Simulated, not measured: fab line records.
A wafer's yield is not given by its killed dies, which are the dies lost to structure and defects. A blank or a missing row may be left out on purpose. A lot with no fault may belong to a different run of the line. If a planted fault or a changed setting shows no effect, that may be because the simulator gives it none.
Chamber matching -- flow nand_harc -- NHARC_THIN_TSV_CMP_21 on cmp-03: 4 sister chambers
The step polishes, t overpolish 30 s, target thk 2000 nm. 4 wafers are shown with their chamber, then 7 later ones without.

WAFERS, EACH WITH ITS CHAMBER
wafer,chamber,motor_current_A (A)
L149.1,1,12.3
L148.5,2,12.0
L151.1,0,12.8
L151.2,3,11.1

WAFERS WHOSE CHAMBER IS MISSING
wafer,motor_current_A (A)
L151.5,10.3
L154.1,14.5
L154.3,10.4
L154.6,13.6
L153.3,10.6
L153.5,10.3
L153.6,12.9

WHICH CHAMBER EACH WENT THROUGH
wafer,from the rows above,in truth
L151.5,can't be placed: 3 or 2 or 1 or 0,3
L154.1,can't be placed: 0 or 1 or 2 or 3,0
L154.3,can't be placed: 3 or 2 or 1 or 0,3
L154.6,can't be placed: 0 or 1 or 2 or 3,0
L153.3,can't be placed: 3 or 2 or 1 or 0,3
L153.5,can't be placed: 3 or 2 or 1 or 0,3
L153.6,can't be placed: 0 or 1 or 2 or 3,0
Correctly placed: 0 of 7. Unplaceable from these rows: 7, with the true chamber sitting among the candidates in 7. Number placed wrongly: 0.
How it was worked out, from the rows above alone: a wafer's distance from a chamber is the root of the sum, over the readings, of the square of ((its reading less the chamber's mean) divided by the reading's scatter). If the next closest chamber is less than 2 further off than the closest, the wafer can't be placed; otherwise it belongs to the closest. Each chamber's mean is taken over the wafers shown for it. The scatter: root of mean squared gap, hidden wafer to nearest shown wafer, with one shown wafer a chamber.
